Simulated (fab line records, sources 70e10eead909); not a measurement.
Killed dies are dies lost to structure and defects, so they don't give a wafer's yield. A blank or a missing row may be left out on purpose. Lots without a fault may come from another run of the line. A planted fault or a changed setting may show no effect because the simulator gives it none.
fab line records | flow nand_harc
record lots=6 wafers=18 last_day=24
route steps=1159 shown THIN_TSV@1118 END@1158
lots that met no fault: from a run of the same line without faults
start_h: hours from the record's first day to the start of the lot's first wafer shown | wait_h: hours since the lot's step before | " the same as in the row above | L1.1+2: a row that stands for several wafers | - no value, or no start given | * or withheld: withheld | < > ~ a bound
route shown NAME@n: a module of which the file shows steps, and the number in the route of the first | usual: mean/standard deviation of fault-free wafers | same: alike in all rows | chamber/n: place in a boat | sites: the reading at each site | _std_site: their standard deviation | _edge_site: outer sites' mean less inner sites' | radius_mm: how far each site lies from the wafer's centre | mask NAME#n: copy n | behind: the tool/chamber that last shaped the wafer | hold: why the lot was held/for how many hours/how that ended | device: the transistor (n, p or np) that didn't switch | end of line: the same wafers' tests at the end of the route | a step without rows: its recipe alone | killed: dies lost to structure and defects at the first sort, not the wafer's yield | map: a wafer's dies, x killed, . not, _ none there
set.NAME: the setting as run; set.NAME@STEP: as run at that earlier step | model.NAME: the simulator's own value behind a step, which no gauge read
lots at some steps of the route; a table a step, a row a wafer
services: from which hour (start_h, from the record's first day; less than 0 if before it) a tool's chamber was out of use, for how many hours, and why
## steps
# step NHARC_THIN_TSV_DESCUM_14
# recipe time_s=3 o2_flow_sccm=200 ar_flow_sccm=0 bias_power_w=0 chemistry=O2
# step NHARC_THIN_TSV_ETCH_44
# recipe target_depth_a=15942 time_s=797.1 cf4_flow_sccm=150 o2_flow_sccm=10 ar_flow_sccm=0 rf_w=300 bias_w=800 chemistry=CF4/O2
# step NHARC_THIN_TSV_ETCH_15
# recipe target_depth_a=30000 bosch_target_overetch_cycles=2 bosch_etch_step_s=2.8 bosch_dep_step_s=1.2 bosch_cycles=14
# usual drypump_motor_current_A=5.5/0.64
# same bosch_etch_step_s=2.8
# columns lot.wafer tool chamber start_h wait_h drypump_motor_current_A rf_hours_counter_h
L480.1 rie_si-05 2 432.80 - 5.5 0.1
L480.2 " 3 " " 4.9 0.1
L480.4 " 0 " " 6.5 0.1
L479.1 rie_si-02 1 441.88 - 4.6 0.6
L479.2 " 2 " " 5.0 0.5
L479.5 " 2 " " 5.0 -
L488.3 rie_si-05 3 487.10 - 4.9 0.6
L488.1 " 1 " " 5.6 0.7
L488.5 " 3 " " 4.9 -
L494.1 rie_si-05 1 496.36 - 5.5 0.8
L494.4 " 2 " " 5.4 0.9
L494.5 " 3 " " 4.9 -
L492.1 rie_si-01 0 502.15 - 5.0 0.1
L492.2 " 1 " " 5.1 0.2
L492.4 " 3 " " 5.2 0.1
L501.1 rie_si-02 1 562.50 - 4.6 1.6
L501.5 " 0 " " 5.6 -
L501.6 " 2 " " 5.0 -
# step NHARC_THIN_TSV_CD_MEAS_16
# usual cd_nm=1000.6/2.4
# columns lot.wafer tool chamber start_h wait_h cd_nm
L480.1 cd_sem-02 - 432.93 0.1 1000.5
L480.2 " - " " 1005.3
L480.4 " - " " 999.5
L479.1 cd_sem-01 - 442.05 0.2 1001.6
L479.2 " - " " 998.3
L479.5 " - " " 999.8
L488.1 cd_sem-02 - 487.24 0.1 1000.3
L488.3 " - " " 1000.8
L488.5 " - " " 1004.7
L494.1 cd_sem-01 - 496.48 0.1 1001.5
L494.4 " - " " 1000.6
L494.5 " - " " 998.7
L492.1 cd_sem-03 - 502.31 0.1 998.2
L492.2 " - " " 997.3
L492.4 " - " " 997.7
L501.1 cd_sem-01 - 562.65 0.1 1004.8
L501.5 " - " " 998.7
L501.6 " - " " 1002.0
# step NHARC_THIN_TSV_STRIP_45
# recipe power_w=1500 temp_c=250 chemistry=O2
# usual drypump_motor_current_A=5.61/0.26 heater_power_w=349/49
# columns lot.wafer tool chamber start_h wait_h drypump_motor_current_A heater_power_w rf_hours_counter_h
L480.2 plasma_asher-01 1 433.01 0.1 5.37 287 52
L480.1 " 0 " " 5.78 372 52
L480.4 " 0 " " 5.77 388 -
L479.1 plasma_asher-02 1 442.13 0.1 6.01 328 23
L479.2 " 0 " " 5.36 412 23
L479.5 " 1 " " 6.03 318 -
L488.1 plasma_asher-01 0 487.42 0.2 5.73 386 9
L488.3 " 1 " " 5.40 281 -
L488.5 " 1 " " 5.39 290 -
L494.1 plasma_asher-01 1 496.60 0.1 5.39 288 12
L494.4 " 0 " " 5.77 375 -
L494.5 " 1 " " 5.42 286 -
L492.2 plasma_asher-01 0 502.47 0.2 5.76 391 15
L492.1 " 1 " " 5.34 294 15
L492.4 " 0 " " 5.76 393 -
L501.1 plasma_asher-02 0 562.72 0.1 5.34 400 6
L501.5 " 0 " " 5.34 396 -
L501.6 " 1 " " 6.01 330 -
# step NHARC_THIN_TSV_STRIP_46
# recipe time_s=1200 temp_c=72.5 chemistry=post_etch_residue_remover
# step NHARC_THIN_TSV_DEP_47
# recipe target_thk_a=2000 temp_c=withheld pressure_torr=6.5 rf_w=900 teos_flow_sccm=161.4 flow_sccm=2650 target_thk_nm=200 gas=O2 material=SiO2
# usual throttle_valve_pct=16.1/0.5
# columns lot.wafer tool chamber start_h wait_h throttle_valve_pct
L480.1 pecvd-03 2 433.81 - 16.4
L480.2 " 1 " " 15.7
L480.4 " 0 " " 16.7
L479.2 pecvd-03 1 442.98 - 15.9
L479.1 " 2 " " 16.1
L479.5 " 2 " " 16.5
L488.3 pecvd-03 1 488.26 - 16.1
L488.1 " 2 " " 16.9
L488.5 " 0 " " 16.9
L494.1 pecvd-04 1 497.36 - 15.5
L494.4 " 2 " " 16.1
L494.5 " 0 " " 15.4
L492.2 pecvd-04 2 503.27 - 16.4
L492.1 " 0 " " 15.2
L492.4 " 2 " " 16.3
L501.1 pecvd-03 1 563.61 - 15.9
L501.6 " 0 " " 16.7
L501.5 " 1 " " 15.9
# step NHARC_THIN_TSV_ETCHBACK_48
# recipe target_depth_a=10285 over_etch_frac=0.3 time_s=405.17 ion_energy_ev=250 c4f8_flow_sccm=withheld ar_flow_sccm=withheld rf_w=600 bias_w=300 chemistry=C4F8/Ar
# step NHARC_THIN_TSV_STRIP_62
# recipe power_w=1500 temp_c=250 time_s=20 chemistry=N2/H2
# step NHARC_THIN_TSV_DEGAS_49
# recipe temp_c=300 time_s=120
# step NHARC_THIN_TSV_PRE_CLEAN_50
# recipe time_s=30 temp_c=280 gas=H2/He
# step NHARC_THIN_TSV_PVD_19
# recipe target_thk_a=200 chamber_pressure_pa=5 material=TaN
# step NHARC_THIN_TSV_PVD_51
# recipe target_thk_a=1000 chamber_pressure_pa=5 material=Cu
# usual throttle_valve_pct=29.9/0.74
# columns lot.wafer tool chamber start_h wait_h throttle_valve_pct
L480.1 pvd_sputter-03 - 435.03 - 29.6
L480.4 " - " " 29.3
L480.2 " - " " 29.8
L479.1 pvd_sputter-02 - 444.17 - 28.9
L479.2 " - " " 29.7
L479.5 " - " " 30.6
L488.1 pvd_sputter-01 - 489.44 - 29.4
L488.3 " - " " 29.7
L488.5 " - " " 29.5
L494.4 pvd_sputter-03 - 498.60 - 29.1
L494.1 " - " " 28.7
L494.5 " - " " 30.6
L492.1 pvd_sputter-03 - 504.74 - 30.1
L492.4 " - " " 29.2
L492.2 " - " " 30.8
L501.1 pvd_sputter-01 - 564.75 - 30.1
L501.6 " - " " 31.8
L501.5 " - " " 29.8
# step NHARC_THIN_TSV_ECD_20
# recipe target_thk_a=20000 material=Cu
# step NHARC_THIN_TSV_ANNEAL_52
# recipe temp_c=225 time_s=90
# step NHARC_THIN_TSV_CMP_21
# recipe t_overpolish_s=30 target_thk_nm=2000
# step NHARC_THIN_TSV_SRD_23
# step NHARC_THIN_TSV_DEGAS_53
# recipe temp_c=300 time_s=60
# step NHARC_THIN_TSV_PRE_CLEAN_54
# recipe time_s=30 temp_c=280 gas=H2/He
# usual heater_power_w=407/46
# columns lot.wafer tool chamber start_h wait_h heater_power_w
L480.2 pvd_sputter-01 - 436.83 0.0 421
L480.1 " - " " 340
L480.4 " - " " 418
L479.1 pvd_sputter-03 - 445.95 0.1 389
L479.2 " - " " 435
L479.5 " - " " 383
L488.3 pvd_sputter-02 - 491.20 0.1 462
L488.1 " - " " 336
L488.5 " - " " 439
L494.4 pvd_sputter-01 - 500.43 0.0 339
L494.1 " - " " 480
L494.5 " - " " 339
L492.4 pvd_sputter-01 - 506.54 0.1 431
L492.1 " - " " 333
L492.2 " - " " 428
L501.1 pvd_sputter-02 - 566.83 0.1 390
L501.5 " - " " 386
L501.6 " - " " 393
# step NHARC_THIN_TSV_PVD_55
# recipe target_thk_a=500 material=TiN
# step NHARC_THIN_TSV_PVD_24
# recipe target_thk_a=8000 power_w=withheld chamber_pressure_pa=withheld substrate_temp_c=withheld time_s=withheld gas=Ar material=Al
# step NHARC_THIN_TSV_DEHYDRATE_25
# recipe temp_c=150 time_s=120
# step NHARC_THIN_TSV_HMDS_26
# recipe time_s=30
# step NHARC_THIN_TSV_COAT_27
# recipe spin_rpm=*
# step NHARC_THIN_TSV_SOFTBAKE_28
# recipe temp_c=122 time_s=95
# step NHARC_THIN_TSV_EBR_29
# step NHARC_THIN_TSV_EXPOSE_30
# recipe na=0.55 dose_mj=11.47 mask_id=PAD
# step NHARC_THIN_TSV_PEB_31
# recipe peb_temp_c=118 peb_time_s=85
# step NHARC_THIN_TSV_DEVELOP_32
# recipe time_s=70
# step NHARC_THIN_TSV_CD_MEAS_33
# recipe target_cd_nm=5000 landing_energy_ev=500
# usual cd_nm=4999.3/2.8
# columns lot.wafer tool chamber start_h wait_h cd_nm
L480.1 cd_sem-02 0 437.90 - 4999.6
L480.2 " 0 " " 5003.0
L480.4 " 0 " " 5004.5
L479.1 cd_sem-01 0 447.00 - 4994.6
L479.2 " 0 " " 5004.6
L479.5 " 0 " " 4997.6
L488.1 cd_sem-03 0 492.15 - 4995.3
L488.3 " 0 " " 4998.9
L488.5 " 0 " " 4997.3
L494.1 cd_sem-02 0 501.55 - 5002.1
L494.4 " 0 " " 4999.0
L494.5 " 0 " " 4999.0
L492.1 cd_sem-03 0 507.54 - 4998.5
L492.2 " 0 " " 4999.2
L492.4 " 0 " " 4999.2
L501.1 cd_sem-02 0 567.77 - 4997.0
L501.5 " 0 " " 4998.1
L501.6 " 0 " " 4995.3
# step NHARC_THIN_TSV_HARDBAKE_34
# recipe temp_c=125 time_s=80
# step NHARC_THIN_TSV_DESCUM_35
# recipe time_s=3 o2_flow_sccm=200 ar_flow_sccm=0 bias_power_w=0 chemistry=O2
# step NHARC_THIN_TSV_ETCH_59
# recipe target_depth_a=8800 icp_w=900 bias_w=100 Cl2_flow_sccm=60 bcl3_flow_sccm=30 time_s=138.1 chemistry=Cl2/BCl3
# step NHARC_THIN_TSV_ETCH_36
# recipe target_depth_a=650 over_etch_frac=0.3 time_s=18.571 ion_energy_ev=150 chemistry=Cl2/BCl3
# step NHARC_THIN_TSV_STRIP_56
# recipe power_w=1500 temp_c=250 chemistry=O2
# usual drypump_motor_current_A=5.60/0.26 heater_power_w=347/49
# columns lot.wafer tool chamber start_h wait_h drypump_motor_current_A heater_power_w rf_hours_counter_h
L480.1 plasma_asher-01 1 438.55 0.1 5.39 285 54
L480.2 " 0 " " 5.77 382 54
L480.4 " 0 " " 5.71 388 -
L479.2 plasma_asher-01 1 447.66 0.1 5.36 293 56
L479.1 " 0 " " 5.76 382 56
L479.5 " 1 " " 5.34 286 -
L488.1 plasma_asher-01 1 492.87 0.2 5.35 295 11
L488.3 " 0 " " 5.73 382 -
L488.5 " 0 " " 5.74 375 -
L494.1 plasma_asher-01 0 502.24 0.1 5.72 374 14
L494.4 " 1 " " 5.37 282 -
L494.5 " 0 " " 5.73 371 -
L492.1 plasma_asher-01 0 508.19 0.1 5.72 393 18
L492.2 " 1 " " 5.38 278 18
L492.4 " 0 " " 5.71 379 -
L501.1 plasma_asher-01 0 568.42 0.1 5.74 370 41
L501.5 " 0 " " 5.74 383 -
L501.6 " 1 " " 5.40 282 -
# step NHARC_THIN_TSV_STRIP_57
# recipe time_s=1200 temp_c=72.5 chemistry=post_etch_residue_remover
# step NHARC_THIN_TSV_CD_MEAS_37
# usual cd_nm=5000/3.7
# columns lot.wafer tool chamber start_h wait_h cd_nm
L480.1 cd_sem-02 - 439.34 - 5001
L480.2 " - " " 5008
L480.4 " - " " 5006
L479.1 cd_sem-03 - 448.46 - 4997
L479.2 " - " " 5003
L479.5 " - " " 4998
L488.1 cd_sem-02 - 493.62 - 4996
L488.3 " - " " 5002
L488.5 " - " " 5004
L494.1 cd_sem-03 - 502.98 - 5002
L494.4 " - " " 5000
L494.5 " - " " 4997
L492.1 cd_sem-01 - 508.99 - 4995
L492.2 " - " " 4998
L492.4 " - " " 4998
L501.1 cd_sem-01 - 569.22 - 5002
L501.5 " - " " 4996
L501.6 " - " " 4998
# step NHARC_THIN_TSV_ANNEAL_58
# recipe temp_c=400 time_s=1800
# step NHARC_THIN_TSV_INSPECT_40
# usual raw_defect_count=455/66
# columns lot.wafer tool chamber start_h wait_h raw_defect_count
L480.1 defect_inspect-02 - 443.41 0.4 366
L480.2 " - " " 422
L480.4 " - " " 502
L479.1 defect_inspect-02 - 450.58 0.4 380
L479.2 " - " " 609
L479.5 " - " " 473
L488.1 defect_inspect-02 - 498.26 0.4 583
L488.3 " - " " 431
L488.5 " - " " 531
L494.1 defect_inspect-01 - 506.52 0.4 445
L494.4 " - " " 579
L494.5 " - " " 504
L492.1 defect_inspect-02 - 513.22 0.4 388
L492.2 " - " " 400
L492.4 " - " " 350
L501.1 defect_inspect-01 - 572.61 0.4 464
L501.5 " - " " 358
L501.6 " - " " 401
# step NHARC_END_WLT_00
# usual VT_DECK1_BOTTOM=0.872/0.0085 VT_DECK1_BOTTOM_INNER=0.872/0.0079 VT_DECK1_MEDIAN_NEAR_BOTTOM=0.873/0.0075 VT_DECK1_MEDIAN_NEAR_BOTTOM_INNER=0.873/0.0085 VT_DECK1_MIDDLE=0.885/0.0075 VT_DECK1_MIDDLE_INNER=0.884/0.0077 VT_DECK1_TOP=0.896/0.0074 VT_DECK1_TOP_INNER=0.896/0.007
# columns lot.wafer tool chamber start_h wait_h VT_DECK1_BOTTOM VT_DECK1_BOTTOM_INNER VT_DECK1_MEDIAN_NEAR_BOTTOM VT_DECK1_MEDIAN_NEAR_BOTTOM_INNER VT_DECK1_MIDDLE VT_DECK1_MIDDLE_INNER VT_DECK1_TOP VT_DECK1_TOP_INNER
L480.1 prober-02 - 454.21 10.8 0.889 0.881 0.882 0.878 0.887 0.890 0.903 0.901
L480.2 " - " " 0.875 0.877 0.878 0.877 0.888 0.893 0.902 0.898
L480.4 " - 455.70 12.3 0.889 0.883 0.887 0.881 0.897 0.886 0.895 0.900
L479.1 prober-01 - 454.34 3.8 0.876 0.884 0.881 0.883 0.891 0.897 0.898 0.904
L479.2 " - " " 0.889 0.889 0.879 0.879 0.898 0.896 0.902 0.910
L479.5 " - 456.33 5.8 0.876 0.872 0.867 0.880 0.893 0.888 0.898 0.903
L488.1 prober-02 - 498.32 0.1 0.862 0.864 0.862 0.853 0.875 0.872 0.893 0.891
L488.3 " - " " 0.854 0.864 0.860 0.852 0.870 0.873 0.878 0.893
L488.5 " - " " 0.859 0.865 0.857 0.857 0.878 0.869 0.880 0.890
L494.1 prober-02 - 506.58 0.1 0.875 0.875 0.868 0.878 0.887 0.879 0.892 0.896
L494.4 " - 508.07 1.6 0.877 0.873 0.881 0.867 0.889 0.889 0.895 0.893
L492.1 prober-01 - 514.38 1.2 0.885 0.883 0.886 0.888 0.891 0.900 0.909 0.905
L492.4 " - 515.88 2.7 0.869 0.878 0.873 0.873 0.893 0.888 0.901 0.908
L501.1 prober-02 - 576.17 3.6 0.865 0.867 0.870 0.859 0.883 0.871 0.890 0.890
L501.5 " - 578.14 5.5 0.862 0.861 0.867 0.861 0.882 0.877 0.884 0.891
L501.6 " - " " 0.880 0.873 0.871 0.872 0.884 0.886 0.892 0.894
# step NHARC_END_SORT_01
# recipe temp_c=25
# usual defect_limited_yield=95.5/1.5 killed_at_array=27/10 killed_at_other=0.6/0.96 killed_at_periphery=3.4/2.7 killed_dies=31/10 killed_open=2.9/1.8 killed_short=1.8/1.4 sort_bin_2_pct=1.4/0.66 sort_bin_3_pct=0.25/0.23 sort_bin_4_pct=2.8/0.94 sort_n_pass=646/10 sort_rim_yield_pct=96.2/2.6 sort_yield_pct=95.5/1.5
# same gross_dies=677 sort_bin_5_pct[%]=0 sort_bin_6_pct[%]=0 sort_bin_7_pct[%]=0 sort_bin_8_pct[%]=0 sort_rim_n_gross=106.00
# columns lot.wafer tool chamber start_h wait_h defect_limited_yield[%] killed_at_array killed_at_other killed_at_periphery killed_dies killed_open killed_short sort_bin_2_pct[%] sort_bin_3_pct[%] sort_bin_4_pct[%] sort_n_pass sort_rim_yield_pct[%] sort_yield_pct[%]
L480.1 prober-02 0 457.19 2.5 96.5 20 0 4 24 0 0 1.2 0 2.4 653 95.3 96.5
L480.2 prober-02 0 457.98 2.8 95.6 25 3 2 30 1 2 1.5 0.30 2.7 647 97.2 95.6
L480.4 prober-02 0 459.55 3.4 95.9 25 0 3 28 0 0 1.5 0.44 2.2 649 95.3 95.9
L479.1 prober-01 0 457.33 2.5 97.6 12 1 3 16 1 0 0.7 0.15 1.5 661 98.1 97.6
L479.2 prober-01 0 458.14 2.8 97.3 12 0 6 18 4 1 0.4 0 2.2 659 98.1 97.3
L479.5 prober-01 0 460.55 3.7 97.8 11 0 4 15 1 2 0.3 0.15 1.8 662 98.1 97.8
L488.1 prober-02 0 501.28 2.5 94.5 34 0 3 37 6 1 1.6 0.59 3.2 640 94.3 94.5
L488.3 prober-02 0 502.88 3.1 91.4 51 0 7 58 11 3 2.4 0.30 5.9 619 89.6 91.4
L488.5 prober-02 0 504.47 3.7 93.8 40 0 2 42 7 1 1.9 0.15 4.1 635 95.3 93.8
L494.1 prober-02 0 509.57 2.5 92.5 50 0 1 51 3 4 2.5 0.59 4.4 626 96.2 92.5
L494.4 prober-02 0 511.96 3.4 92.6 48 0 2 50 4 1 2.1 0.30 5.0 627 95.3 92.6
L494.5 prober-02 0 512.76 3.7 0 43 632 2 677 7 0 95.6 0.15 4.3 0 0 0
L492.1 prober-01 0 517.38 2.5 96.2 21 2 3 26 2 2 1.5 0.15 2.2 651 99.1 96.2
L492.2 prober-01 0 518.18 2.8 0 18 657 2 677 1 1 98.1 0.15 1.8 0 0 0
L492.4 prober-01 0 519.80 3.4 98.5 7 1 2 10 2 0 0.6 0 0.9 667 97.2 98.5
L501.1 prober-02 0 579.13 2.5 94.1 35 0 5 40 3 4 1.6 0 4.3 637 98.1 94.1
L501.5 prober-02 0 582.28 3.6 97.2 16 0 3 19 1 0 0.9 0 1.9 658 96.2 97.2
L501.6 prober-02 0 583.07 3.9 94.7 30 0 6 36 2 3 2.2 0.30 2.8 641 98.1 94.7
# killed by level:class
L480.1 A_CHANNEL_HOLE_D1:chamber_film_flake=7 A_SLIT:chamber_film_flake=7 P_STI:chamber_film_flake=2 P_GATE:chamber_film_flake=2 A_CHANNEL_FILL_D1:chamber_film_flake=2 A_STAIRCASE:chamber_film_flake=2 A_ZERO_WELL:chamber_film_flake=1 A_WL_FILL:chamber_film_flake=1
L479.1 A_CHANNEL_HOLE_D1:chamber_film_flake=3 A_STAIRCASE:chamber_film_flake=3 P_STI:chamber_film_flake=2 A_CHANNEL_FILL_D1:chamber_film_flake=2 A_WL_FILL:chamber_film_flake=2 P_M0:geometric_particle:open=1 A_SGD_CUT:chamber_film_flake=1 A_CONTACT:chamber_film_flake=1
L480.2 A_CHANNEL_HOLE_D1:chamber_film_flake=10 A_SLIT:chamber_film_flake=8 THIN_TSV:chamber_film_flake=3 A_ONON_D1:geometric_particle:open=1 A_SGD_CUT:geometric_particle:short=1 A_WL_FILL:geometric_particle:short=1 P_ZERO_WELL:chamber_film_flake=1 P_GATE:chamber_film_flake=1
L479.2 A_CHANNEL_HOLE_D1:chamber_film_flake=3 A_STAIRCASE:chamber_film_flake=3 A_CONTACT:geometric_particle:open=2 P_STI:chamber_film_flake=2 P_GATE:chamber_film_flake=2 P_M0:chamber_film_flake=2 A_CHANNEL_FILL_D1:geometric_particle:short=1 A_BLC:geometric_particle:open=1
L480.4 A_SLIT:chamber_film_flake=10 A_CHANNEL_HOLE_D1:chamber_film_flake=7 A_CHANNEL_FILL_D1:chamber_film_flake=3 A_STAIRCASE:chamber_film_flake=3 P_STI:chamber_film_flake=1 P_GATE:chamber_film_flake=1 P_BONDPAD:chamber_film_flake=1 A_ZERO_WELL:chamber_film_flake=1
L479.5 A_CHANNEL_HOLE_D1:chamber_film_flake=4 A_CONTACT:chamber_film_flake=3 P_STI:chamber_film_flake=2 P_GATE:geometric_particle:open=1 A_ONON_D1:geometric_particle:short=1 A_CHANNEL_FILL_D1:chamber_film_flake=1 A_CHANNEL_FILL_D1:geometric_particle:short=1 P_GATE:chamber_film_flake=1
L488.1 A_SLIT:chamber_film_flake=13 A_CHANNEL_HOLE_D1:chamber_film_flake=10 A_CONTACT:chamber_film_flake=3 A_M0:geometric_particle:open=2 A_CHANNEL_FILL_D1:chamber_film_flake=2 A_STAIRCASE:chamber_film_flake=2 P_CONTACT:geometric_particle:open=1 P_M1:geometric_particle:open=1
L488.3 A_SLIT:chamber_film_flake=23 A_CHANNEL_HOLE_D1:chamber_film_flake=12 A_STAIRCASE:chamber_film_flake=6 P_M0:geometric_particle:open=3 P_CONTACT:geometric_particle:open=2 A_CONTACT:chamber_film_flake=2 P_GATE:geometric_particle:short=1 P_GATE:geometric_particle:open=1
L488.5 A_CHANNEL_HOLE_D1:chamber_film_flake=15 A_SLIT:chamber_film_flake=15 A_STAIRCASE:chamber_film_flake=3 A_CONTACT:geometric_particle:open=2 P_GATE:geometric_particle:open=1 P_M0:geometric_particle:open=1 A_ONON_D1:geometric_particle:open=1 A_CHANNEL_FILL_D1:geometric_particle:open=1
L494.1 A_CHANNEL_HOLE_D1:chamber_film_flake=20 A_SLIT:chamber_film_flake=16 A_WL_FILL:chamber_film_flake=3 A_CONTACT:chamber_film_flake=3 A_ONON_D1:geometric_particle:short=2 A_CHANNEL_FILL_D1:geometric_particle:open=2 P_M1:geometric_particle:short=1 A_SOURCE_PLATE:geometric_particle:short=1
L494.4 A_CHANNEL_HOLE_D1:chamber_film_flake=19 A_SLIT:chamber_film_flake=13 A_CONTACT:chamber_film_flake=8 A_CONTACT:geometric_particle:open=3 A_STAIRCASE:chamber_film_flake=2 A_ONON_D1:geometric_particle:open=1 A_WL_FILL:geometric_particle:short=1 P_GATE:chamber_film_flake=1
L494.5 THIN_TSV:area_pvd=632 A_CHANNEL_HOLE_D1:chamber_film_flake=19 A_SLIT:chamber_film_flake=15 A_CONTACT:geometric_particle:open=2 P_GATE:chamber_film_flake=2 A_SOURCE_PLATE:geometric_particle:open=1 A_ONON_D1:geometric_particle:open=1 A_CHANNEL_HOLE_D1:geometric_particle:open=1
L492.1 A_CONTACT:chamber_film_flake=10 A_CHANNEL_HOLE_D1:chamber_film_flake=7 A_SLIT:chamber_film_flake=2 P_GATE:geometric_particle:short=1 P_M1:geometric_particle:open=1 A_SOURCE_PLATE:geometric_particle:short=1 STARTING-WAFER:geometric_particle:open=1 P_M0:chamber_film_flake=1
L492.2 THIN_TSV:area_pvd=657 A_CONTACT:chamber_film_flake=10 A_CHANNEL_HOLE_D1:chamber_film_flake=4 P_M2:geometric_particle:open=1 A_ONON_D1:geometric_particle:short=1 P_STI:chamber_film_flake=1 A_ZERO_WELL:chamber_film_flake=1 A_STAIRCASE:chamber_film_flake=1
L492.4 A_CONTACT:chamber_film_flake=5 A_CHANNEL_HOLE_D1:chamber_film_flake=2 P_GATE:geometric_particle:open=1 P_BONDPAD:geometric_particle:open=1 THIN_TSV:chamber_film_flake=1
L501.1 A_CHANNEL_HOLE_D1:chamber_film_flake=25 A_CONTACT:chamber_film_flake=4 A_CHANNEL_FILL_D1:geometric_particle:short=2 A_CONTACT:geometric_particle:short=2 P_ZERO_WELL:chamber_film_flake=2 P_CONTACT:geometric_particle:open=1 A_WL_FILL:geometric_particle:open=1 A_BLC:geometric_particle:open=1
L501.5 A_CHANNEL_HOLE_D1:chamber_film_flake=13 A_M0:geometric_particle:open=1 P_ZERO_WELL:chamber_film_flake=1 P_M0:chamber_film_flake=1 P_BONDPAD:chamber_film_flake=1 A_CONTACT:chamber_film_flake=1 A_BONDPAD:chamber_film_flake=1
L501.6 A_CHANNEL_HOLE_D1:chamber_film_flake=20 A_CONTACT:chamber_film_flake=7 P_CONTACT:geometric_particle:short=2 P_M2:geometric_particle:short=1 A_CONTACT:geometric_particle:open=1 A_M0:geometric_particle:open=1 P_ZERO_WELL:chamber_film_flake=1 P_GATE:chamber_film_flake=1
# map L492.2 (x killed, . not)
____________x____________
_________xxxxxxx_________
_______xxxxxxxxxxx_______
______xxxxxxxxxxxxx______
_____xxxxxxxxxxxxxxx_____
____xxxxxxxxxxxxxxxxx____
____xxxxxxxxxxxxxxxxx____
___xxxxxxxxxxxxxxxxxxx___
___xxxxxxxxxxxxxxxxxxx___
__xxxxxxxxxxxxxxxxxxxxx__
__xxxxxxxxxxxxxxxxxxxxx__
_xxxxxxxxxxxxxxxxxxxxxxx_
_xxxxxxxxxxxxxxxxxxxxxxx_
_xxxxxxxxxxxxxxxxxxxxxxx_
_xxxxxxxxxxxxxxxxxxxxxxx_
_xxxxxxxxxxxxxxxxxxxxxxx_
xxxxxxxxxxxxxxxxxxxxxxxxx
xxxxxxxxxxxxxxxxxxxxxxxxx
xxxxxxxxxxxxxxxxxxxxxxxxx
xxxxxxxxxxxxxxxxxxxxxxxxx
xxxxxxxxxxxxxxxxxxxxxxxxx
_xxxxxxxxxxxxxxxxxxxxxxx_
_xxxxxxxxxxxxxxxxxxxxxxx_
_xxxxxxxxxxxxxxxxxxxxxxx_
_xxxxxxxxxxxxxxxxxxxxxxx_
_xxxxxxxxxxxxxxxxxxxxxxx_
__xxxxxxxxxxxxxxxxxxxxx__
__xxxxxxxxxxxxxxxxxxxxx__
___xxxxxxxxxxxxxxxxxxx___
___xxxxxxxxxxxxxxxxxxx___
____xxxxxxxxxxxxxxxxx____
____xxxxxxxxxxxxxxxxx____
_____xxxxxxxxxxxxxxx_____
______xxxxxxxxxxxxx______
_______xxxxxxxxxxx_______
_________xxxxxxx_________
____________x____________
# map L494.5 (x killed, . not)
____________x____________
_________xxxxxxx_________
_______xxxxxxxxxxx_______
______xxxxxxxxxxxxx______
_____xxxxxxxxxxxxxxx_____
____xxxxxxxxxxxxxxxxx____
____xxxxxxxxxxxxxxxxx____
___xxxxxxxxxxxxxxxxxxx___
___xxxxxxxxxxxxxxxxxxx___
__xxxxxxxxxxxxxxxxxxxxx__
__xxxxxxxxxxxxxxxxxxxxx__
_xxxxxxxxxxxxxxxxxxxxxxx_
_xxxxxxxxxxxxxxxxxxxxxxx_
_xxxxxxxxxxxxxxxxxxxxxxx_
_xxxxxxxxxxxxxxxxxxxxxxx_
_xxxxxxxxxxxxxxxxxxxxxxx_
xxxxxxxxxxxxxxxxxxxxxxxxx
xxxxxxxxxxxxxxxxxxxxxxxxx
xxxxxxxxxxxxxxxxxxxxxxxxx
xxxxxxxxxxxxxxxxxxxxxxxxx
xxxxxxxxxxxxxxxxxxxxxxxxx
_xxxxxxxxxxxxxxxxxxxxxxx_
_xxxxxxxxxxxxxxxxxxxxxxx_
_xxxxxxxxxxxxxxxxxxxxxxx_
_xxxxxxxxxxxxxxxxxxxxxxx_
_xxxxxxxxxxxxxxxxxxxxxxx_
__xxxxxxxxxxxxxxxxxxxxx__
__xxxxxxxxxxxxxxxxxxxxx__
___xxxxxxxxxxxxxxxxxxx___
___xxxxxxxxxxxxxxxxxxx___
____xxxxxxxxxxxxxxxxx____
____xxxxxxxxxxxxxxxxx____
_____xxxxxxxxxxxxxxx_____
______xxxxxxxxxxxxx______
_______xxxxxxxxxxx_______
_________xxxxxxx_________
____________x____________
## services
# columns tool chamber start_h hours kind
rie_si-05 - 416.00 9.0 pm
rie_si-02 0 422.42 1.5 repair
rie_si-02 0 433.65 11.3 repair
rie_si-05 0 445.52 15.3 repair
rie_si-01 3 449.56 10.6 repair
plasma_asher-01 - 454.00 9.0 pm
plasma_asher-01 0 454.00 9.0 vent_cycle
plasma_asher-01 1 454.00 9.0 vent_cycle
pvd_sputter-03 - 458.00 10.0 pm
plasma_asher-01 0 463.00 - clean
plasma_asher-01 1 463.00 - clean
pecvd-03 - 474.10 13.0 pm
rie_si-01 - 481.00 9.0 pm
pecvd-03 - 495.88 3.1 repair
plasma_asher-02 - 499.57 5.1 repair
pvd_sputter-03 - 508.14 6.9 repair
pvd_sputter-01 - 514.00 10.0 pm
pvd_sputter-03 - 534.05 5.7 repair
plasma_asher-02 - 537.72 9.0 pm
rie_si-01 - 543.29 0.7 repair
rie_si-02 3 554.95 10.4 repair
pecvd-04 - 557.85 13.0 pm
pecvd-03 - 564.24 0.5 repair
rie_si-02 - 565.00 9.0 pm
## key
first_sign step=NHARC_END_SORT_01 reading=killed_at_other direction=up sigmas=99+ usual=0.6 struck=644.5
effect step=NHARC_END_SORT_01 reading=sort_bin_2_pct direction=up sigmas=99+ usual=1.4 struck=96.8
more_kills_born_at NHARC_THIN_TSV_PVD_51@pvd_sputter-03=1289
met_at NHARC_THIN_TSV_PVD_51
struck_wafers L492.2,L494.5
later_rows_left_out L492.2,L494.5
fault kind=process_parameter_drift tool=pvd_sputter-03 chamber=- onset_h=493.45 steps=NHARC_THIN_TSV_PVD_51 channel=target_thk_a offset=* shape=step end_h=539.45 acts_in=* stated=* scope=struck_wafers_only
# later_rows_left_out: the simulator's readings of these wafers behind a module that went badly wrong aren't trusted and aren't shown, but for the sort
